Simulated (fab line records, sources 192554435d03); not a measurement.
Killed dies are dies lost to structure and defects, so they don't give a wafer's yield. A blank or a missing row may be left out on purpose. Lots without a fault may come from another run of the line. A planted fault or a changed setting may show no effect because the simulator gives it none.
A struck lot beside a sound one | flow n5_finfet | 15 steps out of a route of 1938
Sound: wafers L879.3, L879.5, L879.6. Struck: wafers L888.2, L888.4, L888.5. The cause comes at the end.
At each step with rows: each side's tool, then ch and its chambers, then its first start. Under that, the readings that differ: sound wafers | struck wafers | difference of the means | sigmas: that difference in standard deviations of wafers without a fault.
alike: readings whose means differ by less than 2 such deviations, and words and numbers that are the same on both sides. not compared: withheld readings, readings that some wafer has no value for, bounds like >300 that may hide the same value, and numbers for which the record gives no deviation and whose values overlap.
The two part at a step that has a row with sigmas, a row that says differs or no value, or rows on one side only. Numbers that don't overlap but have no deviation are shown without sigmas and don't part them. A reading that every wafer of one side lacks parts them only if that side has two wafers or more.

first, 4 steps without rows for these wafers: N5_MOL_CONTACT_COAG_SOFTBAKE_35 (time 60 s); N5_MOL_CONTACT_COAG_EXPOSE_37 (exposes mask VD, defocus 0 nm); N5_MOL_CONTACT_COAG_PEB_38 (peb time 60 s); N5_MOL_CONTACT_COAG_DEVELOP_39 (develop time 30 s).
N5_MOL_CONTACT_COAG_CD_MEAS_40: target cd 25.1 nm.
  sound on cd_sem-02 ch 0, day 5 09:59; struck on cd_sem-03 ch 0, day 7 18:59
  alike: cd_nm
N5_MOL_CONTACT_COAG_OVL_MEAS_41:
  sound on overlay-01 ch 0, day 5 10:02; struck on overlay-02 ch 0, day 7 19:01
  alike: VD_OVL
N5_MOL_CONTACT_COAG_INSPECT_42: inspects for defects (brightfield).
  sound on defect_inspect-02, day 5 10:05; struck on defect_inspect-02, day 7 19:04
  alike: raw_defect_count
N5_MOL_CONTACT_COAG_DESCUM_45: chemistry O2, time 7 s.
  sound on rie_diel-06 ch 0,1,2, day 5 10:07; struck on rie_diel-01 ch 0,1, day 7 19:06
  reading               | sound          | struck         | difference | sigmas
  oes_product_au (a.u.) | 0.70 0.78 0.71 | 0.94 0.93 0.98 | +0.22      | +2
  alike: drypump_motor_current_A, rf_vpp_V, showerhead_plenum_p_Torr, temp_c, throttle_valve_pct
  not compared: rf_hours_counter_h
N5_MOL_CONTACT_COAG_ETCH_65: etches underlayer in N2/H2, target depth 13 nm, time 10.4 s.
  sound on rie_diel-06 ch 0,1,2, day 5 10:09; struck on rie_diel-01 ch 0,1, day 7 19:08
  reading               | sound          | struck         | difference | sigmas
  oes_product_au (a.u.) | 0.60 0.66 0.60 | 0.79 0.80 0.83 | +0.19      | +2
  alike: drypump_motor_current_A, etch_rf_on_time_s, rf_fwd_power_W, rf_vpp_V, showerhead_plenum_p_Torr, throttle_valve_pct
  not compared: rf_hours_counter_h
N5_MOL_CONTACT_COAG_ETCH_66: etches SiARC in CF4, target depth 13 nm, time 21.7 s.
  sound on rie_diel-06 ch 0,1,2, day 5 10:10; struck on rie_diel-01 ch 0,1, day 7 19:10
  reading               | sound          | struck         | difference | sigmas
  oes_product_au (a.u.) | 0.60 0.66 0.61 | 0.78 0.79 0.84 | +0.18      | +2
  alike: drypump_motor_current_A, etch_rf_on_time_s, rf_fwd_power_W, rf_vpp_V, showerhead_plenum_p_Torr, throttle_valve_pct
  not compared: rf_hours_counter_h
N5_MOL_CONTACT_COAG_ALD_133: deposits SiO2, target thk 5 nm, pulse time 1 s, co reactant pulse time 1 s.
  sound on ald_sin-01 ch 0,1,2, day 5 10:14; struck on ald_sin-02 ch 0,2, day 7 19:14
  alike: heater_power_w, precursor_pulse_height_rel, susceptor_temp_C
N5_MOL_CONTACT_COAG_ETCHBACK_134: etches SiO2 in CHF3, target depth 10 nm, time 6.7 s.
  sound on rie_diel-06 ch 0,1,2, day 5 10:25; struck on rie_diel-06 ch 0,3, day 7 19:38
  alike: drypump_motor_current_A, oes_product_au, rf_vpp_V, showerhead_plenum_p_Torr, throttle_valve_pct
  not compared: rf_hours_counter_h
N5_MOL_CONTACT_COAG_ETCH_67: etches SOC in N2/H2, target depth 60 nm, overetch 21 nm, time 101.2 s.
  sound on rie_diel-06 ch 0,1,2, day 5 10:28; struck on rie_diel-06 ch 0,3, day 7 19:40
  reading                                             | sound             | struck            | difference | sigmas
  rf_fwd_power_W (W)                                  | 829 829 838       | 1033 1031 1031    | +200       | +62
  rf_vpp_V (V)                                        | 527.4 523.2 522.5 | 490.0 490.2 491.1 | -33.9      | -15
  model.SiARC_of_MOL_CONTACT_COAG_COAT_63.thk_nm (nm) | 5.8 5.8 5.8       | 5.4 5.4 5.4       | -0.4       |
  alike: drypump_motor_current_A, oes_product_au, showerhead_plenum_p_Torr, temp_c, throttle_valve_pct
  not compared: rf_hours_counter_h
then, 1 step without rows for these wafers: N5_MOL_CONTACT_COAG_STRIP_68 (strips in N2/H2).
-- the record jumps here: 3 days lie between the struck wafers' starts before and after (it left off in module MOL_CONTACT_COAG and takes up again in module BEOL_M4, whose first step shown is number 1111 of the route) --
N5_BEOL_M4_RC_MEAS_101:
  sound on prober-01 ch 0, day 8 08:47; struck on prober-02 ch 0, day 10 14:51
  alike: DIBL_N, DIBL_P, IOFF_N, IOFF_P, ION_N, ION_P, SS_N, SS_P, VT_N, VT_P

WHERE THEY PART
First at N5_MOL_CONTACT_COAG_DESCUM_45; last, within this record, at N5_MOL_CONTACT_COAG_ETCH_67. Later steps at which nothing parts them and some readings are alike: N5_BEOL_M4_RC_MEAS_101.

WHY: what the simulator had put in
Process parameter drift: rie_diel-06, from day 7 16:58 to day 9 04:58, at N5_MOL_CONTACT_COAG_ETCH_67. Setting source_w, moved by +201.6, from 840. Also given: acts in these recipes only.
